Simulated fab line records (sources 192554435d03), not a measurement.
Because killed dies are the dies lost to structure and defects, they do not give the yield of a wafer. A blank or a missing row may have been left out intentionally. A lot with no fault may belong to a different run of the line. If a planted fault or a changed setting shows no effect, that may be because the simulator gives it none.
Matching of chambers :: flow n5Finfet :: 3 sister chambers for N5_BEOL_M6_DEP_56 on pecvd-03
The step deposits SiCN from 3MS/NH3, target thk 10 nm, time 17.5 s. 3 wafers are shown with their chamber, then 9 later ones without.

WAFERS PAIRED WITH THEIR CHAMBERS
wafer: L081.5
chamber: 1
throttleValvePct (%): 8.9

wafer: L086.5
chamber: 0
throttleValvePct (%): 8.6

wafer: L086.6
chamber: 2
throttleValvePct (%): 8.4

WAFERS WHOSE CHAMBER IS MISSING
wafer: L088.2
throttleValvePct (%): 8.7

wafer: L088.5
throttleValvePct (%): 8.9

wafer: L088.6
throttleValvePct (%): 8.7

wafer: L090.2
throttleValvePct (%): 8.8

wafer: L090.3
throttleValvePct (%): 8.7

wafer: L090.6
throttleValvePct (%): 8.6

wafer: L092.2
throttleValvePct (%): 8.4

wafer: L092.4
throttleValvePct (%): 8.9

wafer: L092.5
throttleValvePct (%): 8.5

WHICH CHAMBER EACH WENT THROUGH
wafer: L088.2
from the rows above: can't be placed: 0 or 1
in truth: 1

wafer: L088.5
from the rows above: 1
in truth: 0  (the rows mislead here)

wafer: L088.6
from the rows above: can't be placed: 0 or 1
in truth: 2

wafer: L090.2
from the rows above: can't be placed: 1 or 0
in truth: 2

wafer: L090.3
from the rows above: can't be placed: 0 or 1
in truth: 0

wafer: L090.6
from the rows above: 0
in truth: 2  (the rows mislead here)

wafer: L092.2
from the rows above: 2
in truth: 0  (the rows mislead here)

wafer: L092.4
from the rows above: 1
in truth: 1

wafer: L092.5
from the rows above: can't be placed: 0 or 2
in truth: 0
Correctly placed: 1 of 9. Not placeable from these rows: 5 (in 3, the candidates include the true chamber). Number placed wrongly: 3.
How it was worked out, from the rows above alone: a wafer's distance from a chamber is the root of the sum, over the readings, of the square of ((its reading less the chamber's mean) divided by the reading's scatter). The wafer belongs to the nearest chamber; if the next one is less than 2 further off, it can't be placed. The mean given for a chamber averages the wafers shown for that chamber. The scatter (one wafer shown for each chamber): square how far every hidden wafer sits from the nearest shown wafer, average those squares and take the square root.
